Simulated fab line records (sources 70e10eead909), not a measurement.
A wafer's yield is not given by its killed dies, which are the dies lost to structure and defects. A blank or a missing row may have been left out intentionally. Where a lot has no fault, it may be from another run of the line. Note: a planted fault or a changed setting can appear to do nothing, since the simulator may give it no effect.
fab line records -- flow nand_harc -- part 2 of 2: steps 29 to 39 of 39
record lots=5, wafers=15, last_day=33
route steps=1302 shown A_BLC@1126 A_M0@1137
lots with no fault: from the same line, run without faults
start_h: hours from the record's opening day to when the first of the lot's shown wafers began -- wait_h: hours elapsed since this lot's preceding step -- " the same as in the row above -- L1.1+2: one row covering several wafers at once -- - no value present, or no start provided -- * or withheld: withheld -- < > ~ a bound
route shown NAME@n: names a module that has steps shown in the file, with the first one's number in the route -- usual: mean and standard deviation over wafers with no fault -- same: alike in all rows -- chamber/n: place in a boat -- sites: the reading at each site -- _std_site: the values' standard deviation -- _edge_site: mean of outer sites minus mean of inner sites -- radius_mm: how far each site lies from the wafer's centre -- mask NAME#n: copy n -- behind: tool/chamber where the wafer was last shaped -- hold: the reason the lot was held/the length of the hold in hours/how it ended -- device: which transistor (n, p or np) failed to switch -- end of line: the tests these same wafers got at the end of their route -- a step given without rows: its recipe and nothing more -- killed: not the wafer's yield, but the dies lost to structure and defects at the first sort -- map: dies across one wafer; x = killed, . = not, _ = none there
set.NAME: the setting as run; set.NAME@STEP: as run at that earlier step -- model.NAME: the simulator's own value behind a step, which no gauge read
lots at selected steps of the route; one table per step, one row per wafer
services: the hour from which a tool's chamber was out of use, counted from the record's first day as start_h (under 0 if before that day), plus the number of hours and why
## steps
# step NHARC_A_M0_STRIP_19
# recipe time_s=600, temp_c=30, chemistry=post_etch_residue_remover
lot.wafer,tool,chamber,start_h,wait_h
L081.3+6+1,wet_bench-07,"7,0,3",608.96,-
L084.1+2+4,wet_bench-07,"4,7,1",613.28,-
L085.2+4+3,wet_bench-07,"5,1,2",635.30,-
L093.5+4+2,wet_bench-02,"4,5,6",712.41,-
L096.5+6+4,wet_bench-02,"3,4,0",742.80,-
# step NHARC_A_M0_DEGAS_28
# recipe temp_c=250, time_s=60
# usual heater_power_w=347/34
lot.wafer,tool,chamber,start_h,wait_h,heater_power_w
L081.1,pvd_sputter-02,-,609.23,-,349
L081.3,pvd_sputter-02,-,609.23,-,404
L081.6,pvd_sputter-02,-,609.23,-,343
L084.2,pvd_sputter-03,-,613.55,-,319
L084.4,pvd_sputter-03,-,613.55,-,309
L084.1,pvd_sputter-03,-,613.55,-,346
L085.2,pvd_sputter-03,-,635.58,-,343
L085.4,pvd_sputter-03,-,635.58,-,324
L085.3,pvd_sputter-03,-,635.58,-,325
L093.4,pvd_sputter-01,-,712.66,-,404
L093.2,pvd_sputter-01,-,712.66,-,302
L093.5,pvd_sputter-01,-,712.66,-,385
L096.4,pvd_sputter-03,-,743.09,-,323
L096.5,pvd_sputter-03,-,743.09,-,305
L096.6,pvd_sputter-03,-,743.09,-,310
# step NHARC_A_M0_PRE_CLEAN_29
# recipe time_s=30, temp_c=280, gas=H2/He
# usual heater_power_w=424/42
lot.wafer,tool,chamber,start_h,wait_h,heater_power_w
L081.3,pvd_sputter-02,-,-,-,415
L081.1,pvd_sputter-02,-,-,-,403
L081.6,pvd_sputter-02,-,-,-,488
L084.1,pvd_sputter-03,-,-,-,392
L084.2,pvd_sputter-03,-,-,-,375
L084.4,pvd_sputter-03,-,-,-,412
L085.4,pvd_sputter-03,-,-,-,389
L085.3,pvd_sputter-03,-,-,-,405
L085.2,pvd_sputter-03,-,-,-,417
L093.2,pvd_sputter-01,-,-,-,408
L093.4,pvd_sputter-01,-,-,-,461
L093.5,pvd_sputter-01,-,-,-,409
L096.4,pvd_sputter-03,-,-,-,394
L096.5,pvd_sputter-03,-,-,-,411
L096.6,pvd_sputter-03,-,-,-,400
# step NHARC_A_M0_PVD_20
# recipe target_thk_a=50, bias_v=168.6, power_w=15000, chamber_pressure_pa=0.12, time_s=8.06, substrate_temp_c=50, material=TaN
# usual throttle_valve_pct=30.3/0.78
lot.wafer,tool,chamber,start_h,wait_h,throttle_valve_pct
L081.3,pvd_sputter-02,-,-,-,29.4
L081.1,pvd_sputter-02,-,-,-,29.2
L081.6,pvd_sputter-02,-,-,-,29.3
L084.4,pvd_sputter-03,-,-,-,30.1
L084.2,pvd_sputter-03,-,-,-,30.8
L084.1,pvd_sputter-03,-,-,-,30.4
L085.3,pvd_sputter-03,-,-,-,30.7
L085.4,pvd_sputter-03,-,-,-,30.3
L085.2,pvd_sputter-03,-,-,-,29.9
L093.2,pvd_sputter-01,-,-,-,30.3
L093.4,pvd_sputter-01,-,-,-,30.6
L093.5,pvd_sputter-01,-,-,-,30.1
L096.4,pvd_sputter-03,-,-,-,31.9
L096.6,pvd_sputter-03,-,-,-,32.0
L096.5,pvd_sputter-03,-,-,-,30.6
# step NHARC_A_M0_PVD_21
# recipe target_thk_a=300, chamber_pressure_pa=5, power_w=5000, substrate_temp_c=30, time_s=20.49, material=Cu
# usual throttle_valve_pct=30.4/0.82
lot.wafer,tool,chamber,start_h,wait_h,throttle_valve_pct
L081.1,pvd_sputter-02,-,-,-,29.0
L081.3,pvd_sputter-02,-,-,-,29.6
L081.6,pvd_sputter-02,-,-,-,29.6
L084.1,pvd_sputter-03,-,-,-,30.2
L084.4,pvd_sputter-03,-,-,-,32.1
L084.2,pvd_sputter-03,-,-,-,30.6
L085.3,pvd_sputter-03,-,-,-,31.9
L085.2,pvd_sputter-03,-,-,-,30.3
L085.4,pvd_sputter-03,-,-,-,30.9
L093.2,pvd_sputter-01,-,-,-,29.9
L093.4,pvd_sputter-01,-,-,-,30.1
L093.5,pvd_sputter-01,-,-,-,29.8
L096.4,pvd_sputter-03,-,-,-,30.6
L096.5,pvd_sputter-03,-,-,-,30.5
L096.6,pvd_sputter-03,-,-,-,31.6
# step NHARC_A_M0_ECD_22
# recipe target_thk_a=4000, bath_temp_c=25, material=Cu
lot.wafer,tool,chamber,start_h,wait_h
L081.1+3+6,ecd_cu-02,"1,1,0",609.61,-
L084.2+1+4,ecd_cu-02,"0,1,0",613.91,-
L085.2+4+3,ecd_cu-01,"0,0,1",635.93,-
L093.2+4+5,ecd_cu-01,"1,0,1",713.07,-
L096.4+6+5,ecd_cu-01,"1,1,0",743.53,-
# step NHARC_A_M0_ANNEAL_30
# recipe temp_c=225, time_s=90
# usual anneal_temp_c=224.99/0.18, wafer_temp_C_max=225.66/0.26
lot.wafer,tool,chamber,start_h,wait_h,anneal_temp_c,wafer_temp_C_max
L081.1,rtp_anneal-01,0,609.99,-,224.88,225.15
L081.3,rtp_anneal-01,0,609.99,-,224.70,225.36
L081.6,rtp_anneal-01,0,609.99,-,224.83,225.34
L084.1,rtp_anneal-01,0,614.28,-,224.85,225.18
L084.2,rtp_anneal-01,0,614.28,-,225.10,225.17
L084.4,rtp_anneal-01,0,614.28,-,225.24,225.56
L085.2,rtp_anneal-02,0,636.39,0.4,225.05,225.82
L085.3,rtp_anneal-02,0,636.39,0.4,224.83,225.65
L085.4,rtp_anneal-02,0,636.39,0.4,224.97,225.98
L093.2,rtp_anneal-01,0,713.44,-,225.17,226.00
L093.4,rtp_anneal-01,0,713.44,-,225.00,225.68
L093.5,rtp_anneal-01,0,713.44,-,225.03,225.65
L096.4,rtp_anneal-01,0,743.98,0.4,225.17,225.68
L096.5,rtp_anneal-01,0,743.98,0.4,225.24,225.17
L096.6,rtp_anneal-01,0,743.98,0.4,225.09,225.42
# step NHARC_A_M0_CMP_23
# recipe t_overpolish_s=20, target_thk_nm=113.75
# usual motor_current_A=12.2/1.1, slurry_filter_dp_kPa=13.50/0.13, time_to_endpoint_s=29/3.3
lot.wafer,tool,chamber,start_h,wait_h,motor_current_A,slurry_filter_dp_kPa,time_to_endpoint_s
L081.3,cmp-03,1,610.39,-,10.7,13.57,27
L081.1,cmp-03,2,610.39,-,12.8,13.57,31
L081.6,cmp-03,3,610.39,-,13.2,13.41,32
L084.2,cmp-02,0,614.62,-,14.0,13.35,31
L084.4,cmp-02,1,614.62,-,12.9,13.48,29
L084.1,cmp-02,3,614.62,-,10.6,13.59,24
L085.3,cmp-03,1,636.69,-,10.7,13.85,28
L085.4,cmp-03,2,636.69,-,13.4,13.31,37
L085.2,cmp-03,3,636.69,-,13.3,13.34,30
L093.2,cmp-02,3,713.79,-,10.8,13.56,28
L093.4,cmp-02,0,713.79,-,14.1,13.62,29
L093.5,cmp-02,2,713.79,-,12.1,13.47,27
L096.4,cmp-02,1,744.17,-,12.9,13.60,23
L096.6,cmp-02,1,744.17,-,12.8,13.55,26
L096.5,cmp-02,2,744.17,-,12.4,13.38,24
# step NHARC_A_M0_THK_MEAS_24
# recipe thk_meas_gauge=xrf
# usual thk_nm=114.0/1.6
lot.wafer,tool,chamber,start_h,wait_h,thk_nm
L081.1,film_metro-01,-,610.65,-,116.0
L081.3,film_metro-01,-,610.65,-,114.1
L081.6,film_metro-01,-,610.65,-,112.8
L084.1,film_metro-01,-,614.94,-,112.5
L084.2,film_metro-01,-,614.94,-,112.7
L084.4,film_metro-01,-,614.94,-,112.7
L085.2,film_metro-02,-,637.00,-,114.5
L085.3,film_metro-02,-,637.00,-,111.4
L085.4,film_metro-02,-,637.00,-,113.0
L093.2,film_metro-01,-,714.05,-,112.5
L093.4,film_metro-01,-,714.05,-,115.7
L093.5,film_metro-01,-,714.05,-,113.5
L096.4,film_metro-02,-,744.49,-,113.4
L096.5,film_metro-02,-,744.49,-,112.4
L096.6,film_metro-02,-,744.49,-,112.5
# step NHARC_A_M0_SRD_25
lot.wafer,tool,chamber,start_h,wait_h
L081.1+6+3,wet_bench-10,"0,2,5",610.69,0.0
L084.1+2+4,wet_bench-08,"4,6,1",614.98,0.0
L085.4+3+2,wet_bench-10,"3,6,7",637.05,0.0
L093.2+5+4,wet_bench-10,"5,6,0",714.10,0.0
L096.6+4+5,wet_bench-08,"1,5,6",744.53,0.0
# step NHARC_A_M0_INSPECT_27
# usual raw_defect_count=528/120
lot.wafer,tool,chamber,start_h,wait_h,raw_defect_count
L081.1,defect_inspect-01,-,610.81,0.0,439
L081.3,defect_inspect-01,-,610.81,0.0,432
L081.6,defect_inspect-01,-,610.81,0.0,416
L084.1,defect_inspect-01,-,615.10,0.0,663
L084.2,defect_inspect-01,-,615.10,0.0,394
L084.4,defect_inspect-01,-,615.10,0.0,483
L085.2,defect_inspect-02,-,637.16,0.0,501
L085.3,defect_inspect-02,-,637.16,0.0,502
L085.4,defect_inspect-02,-,637.16,0.0,520
L093.2,defect_inspect-01,-,714.22,0.0,530
L093.4,defect_inspect-01,-,714.22,0.0,545
L093.5,defect_inspect-01,-,714.22,0.0,615
L096.4,defect_inspect-02,-,744.64,0.0,498
L096.5,defect_inspect-02,-,744.64,0.0,435
L096.6,defect_inspect-02,-,744.64,0.0,456
## services
tool,chamber,start_h,hours,kind
pvd_sputter-01,-,582.03,10.0,pm
cmp-02,-,583.59,0.6,repair
rie_diel-01,3,598.30,6.0,repair
rie_diel-11,-,609.50,9.0,pm
rie_diel-02,-,611.10,0.6,repair
rie_diel-02,1,623.04,37.6,repair
cmp-02,-,624.51,4.0,pm
ald_metal-04,-,626.94,0.9,repair
cvd_w-02,-,631.00,13.0,pm
pvd_sputter-02,-,638.03,10.0,pm
rie_diel-02,3,642.82,1.3,repair
pvd_sputter-03,-,648.51,1.1,repair
ald_metal-04,-,652.07,10.0,pm
rie_diel-01,0,662.24,17.4,repair
litho_track-01,-,680.00,7.0,pm
rie_diel-01,1,685.64,4.7,repair
cmp-02,-,699.17,1.9,repair
litho_track-06,-,704.00,7.0,pm
pvd_sputter-03,-,704.00,10.0,pm
rie_diel-02,1,706.81,16.0,repair
rie_diel-01,3,717.87,13.9,repair
cmp-02,-,722.51,4.0,pm
litho_track-04,-,728.00,7.0,pm
rie_diel-01,-,734.80,9.0,pm
